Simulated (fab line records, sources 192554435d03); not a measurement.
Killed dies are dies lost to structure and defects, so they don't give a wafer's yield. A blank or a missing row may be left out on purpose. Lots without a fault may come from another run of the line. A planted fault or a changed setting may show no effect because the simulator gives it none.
Which tool did it? | flow n5_finfet | 8 lots, 24 wafers sampled, at 7 steps of a route of 1938

WHAT THE GAUGES READ, wafer by wafer
N5_MOL_CONTACT_COAG_THK_MEAS_29. Usual: MD_CAP_THK 17.89 nm, standard deviation 0.082.
lot  | measured     | on            | MD_CAP_THK (nm)   | flag
L326 | day 7 11:06  | film_metro-01 | 19.83 19.90 19.95 | OFF
L327 | day 7 20:02  | film_metro-02 | 19.95 19.93 19.89 | OFF
L328 | day 8 07:03  | film_metro-01 | 17.82 17.92 17.81 |
L329 | day 8 02:59  | film_metro-02 | 20.08 20.00 19.83 | OFF
L336 | day 10 05:41 | film_metro-02 | 17.76 17.77 17.84 |
L337 | day 10 19:54 | film_metro-01 | 17.88 17.83 17.84 |
L339 | day 11 02:57 | film_metro-01 | 17.88 17.94 17.89 |
L338 | day 11 06:41 | film_metro-01 | 17.94 17.88 17.83 |

N5_BEOL_M4_RC_MEAS_101. Usual: DIBL_N 36.0 mV/V, standard deviation 1.9; DIBL_P 36.0 mV/V, standard deviation 2.1; IOFF_N 0.155 nA/um, standard deviation 0.029; IOFF_P 0.20 nA/um, standard deviation 0.032; ION_N 672 uA/um, standard deviation 11; ION_P 461 uA/um, standard deviation 6.9; SS_N 71.5 mV/dec, standard deviation 0.58; SS_P 73.2 mV/dec, standard deviation 0.64; VT_N 250.4 mV, standard deviation 2.9; VT_P -251.0 mV, standard deviation 2.8.
lot  | measured     | on        | DIBL_N (mV/V)  | DIBL_P (mV/V)  | IOFF_N (nA/um)    | IOFF_P (nA/um) | ION_N (uA/um) | ION_P (uA/um) | SS_N (mV/dec)  | SS_P (mV/dec)  | VT_N (mV)         | VT_P (mV)            | flag
L328 | day 11 09:58 | prober-01 | 34.1 38.1 35.3 | 33.6 39.0 34.9 | 0.122 0.217 0.142 | 0.16 0.26 0.18 | 657 684 673   | 462 466 459   | 71.4 72.7 71.2 | 72.6 74.0 73.4 | 252.1 243.7 248.6 | -255.5 -250.7 -252.9 |
L336 | day 13 15:59 | prober-02 | 38.0 36.2 38.5 | 36.8 35.3 37.9 | 0.169 0.148 0.187 | 0.22 0.20 0.23 | 676 673 679   | 469 462 460   | 72.0 70.9 71.9 | 73.9 73.6 74.0 | 249.1 250.4 246.4 | -247.3 -249.4 -247.4 |
L337 | day 14 00:02 | prober-02 | 33.6 32.7 34.6 | 33.1 32.2 33.9 | 0.130 0.124 0.132 | 0.18 0.17 0.19 | 675 673 656   | 467 464 457   | 71.5 70.7 70.9 | 72.1 72.4 72.7 | 250.5 255.6 253.0 | -250.3 -251.7 -251.1 |
L339 | day 13 23:31 | prober-01 | 37.5 35.8 38.0 | 36.0 34.7 36.4 | 0.179 0.147 0.173 | 0.23 0.20 0.24 | 672 678 657   | 465 460 450   | 71.6 71.1 71.5 | 73.9 72.9 73.8 | 248.6 251.6 248.6 | -246.8 -250.3 -252.1 |
L338 | day 14 01:47 | prober-01 | 34.4 33.3 32.8 | 35.1 33.1 33.0 | 0.149 0.118 0.119 | 0.19 0.15 0.16 | 682 661 674   | 466 450 462   | 71.6 71.0 70.4 | 73.0 72.6 72.9 | 252.9 255.5 251.2 | -249.1 -255.7 -253.9 |

WHICH TOOL RAN EACH LOT (tool, then ch and the chambers of the sampled wafers, then the start)
lot  | N5_MOL_CONTACT_COAG_ETCH_106       | N5_MOL_CONTACT_COAG_ETCH_15        | N5_MOL_CONTACT_COAG_ANNEAL_113   | N5_MOL_CONTACT_COAG_CMP_23    | N5_MOL_CONTACT_COAG_ETCH_47
L326 | rie_diel-06 ch 2,3, day 7 03:14    | rie_diel-06 ch 2,3, day 7 03:23    | rtp_anneal-01 ch 0, day 7 06:43  | cmp-03 ch 2,3, day 7 08:25    | rie_diel-06 ch 0,1, day 7 12:50
L327 | rie_diel-03 ch 1,2,3, day 7 11:10  | rie_diel-03 ch 1,2,3, day 7 11:18  | rtp_anneal-02 ch 0, day 7 14:16  | cmp-02 ch 0,2, day 7 17:05    | rie_diel-02 ch 0,3, day 7 21:44
L328 | rie_diel-02 ch 0,2,3, day 7 17:03  | rie_diel-02 ch 0,2,3, day 7 17:11  | rtp_anneal-01 ch 0, day 7 19:58  | cmp-03 ch 0,2,3, day 8 04:16  | rie_diel-02 ch 0,2, day 8 09:05
L329 | rie_diel-02 ch 0,3, day 7 20:47    | rie_diel-02 ch 0,3, day 7 20:56    | rtp_anneal-02 ch 0, day 7 23:26  | cmp-04 ch 0,1,3, day 8 00:23  | rie_diel-06 ch 1,3, day 8 04:54
L336 | rie_diel-03 ch 0,3, day 9 20:59    | rie_diel-03 ch 0,3, day 9 21:07    | rtp_anneal-02 ch 0, day 10 01:01 | cmp-02 ch 0,1, day 10 02:59   | rie_diel-03 ch 1,2,3, day 10 08:29
L337 | rie_diel-06 ch 0,1,2, day 10 08:23 | rie_diel-06 ch 0,1,2, day 10 08:31 | rtp_anneal-01 ch 0, day 10 14:09 | cmp-03 ch 0,1,3, day 10 17:16 | rie_diel-06 ch 1,2, day 10 22:01
L339 | rie_diel-02 ch 0,1,2, day 10 17:47 | rie_diel-02 ch 0,1,2, day 10 17:55 | rtp_anneal-01 ch 0, day 10 21:49 | cmp-03 ch 0,1, day 11 00:16   | rie_diel-03 ch 0,2, day 11 04:49
L338 | rie_diel-03 ch 0,1,3, day 10 21:19 | rie_diel-03 ch 0,1,3, day 10 21:27 | rtp_anneal-01 ch 0, day 11 00:59 | cmp-02 ch 0,2,3, day 11 04:02 | rie_diel-03 ch 0,1,2, day 11 09:38
- N5_MOL_CONTACT_COAG_ETCH_106: etches SOC in N2/H2, target depth 80 nm, overetch 16 nm, time 120 s.
- N5_MOL_CONTACT_COAG_ETCH_15: etches SiNx in CH3F/O2, stops on Si:P, target depth 7 nm.
- N5_MOL_CONTACT_COAG_ANNEAL_113: time 300 s.
- N5_MOL_CONTACT_COAG_CMP_23: polishes, stops on SiO2, t overpolish 1.5 s, target thk 0 nm.
- N5_MOL_CONTACT_COAG_ETCH_47: etches SiNx in CH3F/O2, stops on W, target depth 27 nm.

WHAT THE TOOLS THEMSELVES READ (means of the sampled wafers that have a number; where no wafer has one, the mark that the record gives instead)
N5_MOL_CONTACT_COAG_ETCH_106. Usual: drypump_motor_current_A 5.6 A, standard deviation 0.46; oes_product_au 0.74 a.u., standard deviation 0.059; rf_vpp_V 524.2 V, standard deviation 2.3; showerhead_plenum_p_Torr 2.55 Torr, standard deviation 0.075; temp_c 39.98 C, standard deviation 0.12; throttle_valve_pct 17.70 %, standard deviation 0.27.
lot  | tool        | drypump_motor_current_A (A) | oes_product_au (a.u.) | rf_vpp_V (V) | showerhead_plenum_p_Torr (Torr) | temp_c (C) | throttle_valve_pct (%) | flag
L326 | rie_diel-06 | 6.2                         | 0.73                  | 524.2        | 2.54                            | 39.90      | 17.90                  |
L327 | rie_diel-03 | 5.9                         | 0.76                  | 524.6        | 2.58                            | 39.96      | 17.49                  |
L328 | rie_diel-02 | 5.3                         | 0.73                  | 524.4        | 2.56                            | 39.85      | 17.97                  |
L329 | rie_diel-02 | 5.4                         | 0.69                  | 525.9        | 2.61                            | 40.04      | 17.87                  |
L336 | rie_diel-03 | 5.7                         | 0.71                  | 526.3        | 2.63                            | 40.00      | 17.42                  |
L337 | rie_diel-06 | 5.5                         | 0.71                  | 521.3        | 2.45                            | 39.98      | 17.79                  |
L339 | rie_diel-02 | 5.2                         | 0.73                  | 522.6        | 2.50                            | 39.94      | 18.03                  |
L338 | rie_diel-03 | 5.9                         | 0.71                  | 525.6        | 2.59                            | 39.93      | 17.53                  |

N5_MOL_CONTACT_COAG_ETCH_15. Usual: drypump_motor_current_A 5.6 A, standard deviation 0.46; oes_o_777_au 0.82 a.u., standard deviation 0.067; oes_product_au 0.60 a.u., standard deviation 0.049; rf_vpp_V 297 V, standard deviation 5.9; showerhead_plenum_p_Torr 2.01 Torr, standard deviation 0.055; throttle_valve_pct 16.23 %, standard deviation 0.23.
lot  | tool        | drypump_motor_current_A (A) | oes_o_777_au (a.u.) | oes_product_au (a.u.) | rf_vpp_V (V) | showerhead_plenum_p_Torr (Torr) | throttle_valve_pct (%) | flag
L326 | rie_diel-06 | 6.2                         | 0.83                | 0.60                  | 298          | 2.00                            | 16.38                  |
L327 | rie_diel-03 | 5.9                         | 0.84                | 0.62                  | 300          | 2.03                            | 16.00                  |
L328 | rie_diel-02 | 5.3                         | 0.81                | 0.59                  | 291          | 2.01                            | 16.43                  |
L329 | rie_diel-02 | 5.4                         | 0.75                | 0.56                  | 294          | 2.05                            | 16.44                  |
L336 | rie_diel-03 | 5.6                         | 0.80                | 0.58                  | 300          | 2.06                            | 15.91                  |
L337 | rie_diel-06 | 5.5                         | 0.79                | 0.58                  | 299          | 1.94                            | 16.43                  |
L339 | rie_diel-02 | 5.2                         | 0.80                | 0.59                  | 293          | 1.97                            | 16.48                  |
L338 | rie_diel-03 | 5.8                         | 0.80                | 0.59                  | 303          | 2.04                            | 16.01                  |

N5_MOL_CONTACT_COAG_ANNEAL_113. Usual: lamp_power_pct 2.99 %, standard deviation 0.092; lamp_zone_2_pct 2.99 %, standard deviation 0.091; lamp_zone_7_pct 3.14 %, standard deviation 0.096; wafer_temp_C_max 401.5, standard deviation 0.38.
lot  | tool          | lamp_power_pct (%) | lamp_zone_2_pct (%) | lamp_zone_7_pct (%) | wafer_temp_C_max | flag
L326 | rtp_anneal-01 | 3.08               | 3.07                | 3.23                | 401.8            |
L327 | rtp_anneal-02 | 2.89               | 2.89                | 3.04                | 401.7            |
L328 | rtp_anneal-01 | 3.07               | 3.07                | 3.23                | 401.1            |
L329 | rtp_anneal-02 | 2.89               | 2.89                | 3.04                | 401.5            |
L336 | rtp_anneal-02 | 2.89               | 2.89                | 3.04                | 401.3            |
L337 | rtp_anneal-01 | 3.07               | 3.08                | 3.23                | 401.1            |
L339 | rtp_anneal-01 | 3.07               | 3.07                | 3.23                | 401.6            |
L338 | rtp_anneal-01 | 3.07               | 3.07                | 3.23                | 401.6            |

N5_MOL_CONTACT_COAG_CMP_23. Usual: edge_zone_pressure_frac 1.000, standard deviation 0.0049; head_pressure_psi 2.000 psi, standard deviation 0.0045; motor_current_A 7.5 A, standard deviation 0.89; overpolish_run_s 1.500 s, standard deviation 0.011; time_to_endpoint_s 10.1 s, standard deviation 2.5.
lot  | tool   | edge_zone_pressure_frac | head_pressure_psi (psi) | motor_current_A (A) | overpolish_run_s (s) | time_to_endpoint_s (s) | flag
L326 | cmp-03 | -                       | -                       | -                   | -                    | -                      | OFF
L327 | cmp-02 | -                       | -                       | -                   | -                    | -                      | OFF
L328 | cmp-03 | 0.996                   | 2.000                   | 7.4                 | 1.492                | 7.5                    |
L329 | cmp-04 | -                       | -                       | -                   | -                    | -                      | OFF
L336 | cmp-02 | 0.995                   | 1.999                   | 6.7                 | 1.493                | 9.6                    |
L337 | cmp-03 | 1.001                   | 1.999                   | 8.0                 | 1.497                | 6.5                    |
L339 | cmp-03 | 1.005                   | 2.002                   | 7.9                 | 1.495                | 10.1                   |
L338 | cmp-02 | 1.003                   | 1.999                   | 7.4                 | 1.503                | 8.2                    |

N5_MOL_CONTACT_COAG_ETCH_47. Usual: drypump_motor_current_A 5.7 A, standard deviation 0.51; etch_rf_on_time_s 31.3 s, standard deviation 0.6; oes_o_777_au 0.82 a.u., standard deviation 0.064; oes_product_au 0.74 a.u., standard deviation 0.059; rf_vpp_V 298 V, standard deviation 6; showerhead_plenum_p_Torr 2.00 Torr, standard deviation 0.056; throttle_valve_pct 16.25 %, standard deviation 0.24.
lot  | tool        | drypump_motor_current_A (A) | etch_rf_on_time_s (s) | oes_o_777_au (a.u.) | oes_product_au (a.u.) | rf_vpp_V (V) | showerhead_plenum_p_Torr (Torr) | throttle_valve_pct (%) | flag
L326 | rie_diel-06 | 5.8                         | 34.7                  | 0.83                | 0.74                  | 298          | 1.95                            | 16.43                  | OFF
L327 | rie_diel-02 | 5.4                         | 35.3                  | 0.75                | 0.67                  | 294          | 2.05                            | 16.46                  | OFF
L328 | rie_diel-02 | 5.3                         | 31.6                  | 0.79                | 0.71                  | 291          | 1.98                            | 16.48                  |
L329 | rie_diel-06 | 6.0                         | 34.8                  | 0.80                | 0.70                  | 302          | 1.99                            | 16.47                  | OFF
L336 | rie_diel-03 | 5.9                         | 30.6                  | 0.81                | 0.74                  | 299          | 2.02                            | 16.06                  |
L337 | rie_diel-06 | 5.2                         | 32.1                  | 0.77                | 0.68                  | 300          | 1.92                            | 16.43                  |
L339 | rie_diel-03 | 5.6                         | 30.8                  | 0.82                | 0.74                  | 297          | 2.06                            | 15.95                  |
L338 | rie_diel-03 | 5.7                         | 31.4                  | 0.82                | 0.74                  | 301          | 2.06                            | 16.01                  |

THE ANSWER, worked out from the rows above alone
Rule: a lot is off if the mean of its wafers that have a number lies more than 3 standard deviations from the usual mean. A lot without any number at a reading at which 4 lots or more have one is off too. The other lots that the step has rows for count as sound. The gauges are gone through in route order, then the tools' own readings, and for those a lot's mean is taken as printed above. The first step at which some lot is off is used, and at that step the reading that is off furthest; a lot without a number counts as furthest.
Off: L326, L327, L329, at N5_MOL_CONTACT_COAG_THK_MEAS_29 (MD_CAP_THK).
A tool fits if, at a process step before that reading, it ran every lot that is off, and no sound lot after the first of them. The gauges at N5_MOL_CONTACT_COAG_THK_MEAS_29 aren't tried: what is off there is off at N5_MOL_CONTACT_COAG_CMP_23 too, on other tools, and a gauge's error can't cause that. None of those tried fits.

WHAT THE SIMULATOR HAD PUT IN
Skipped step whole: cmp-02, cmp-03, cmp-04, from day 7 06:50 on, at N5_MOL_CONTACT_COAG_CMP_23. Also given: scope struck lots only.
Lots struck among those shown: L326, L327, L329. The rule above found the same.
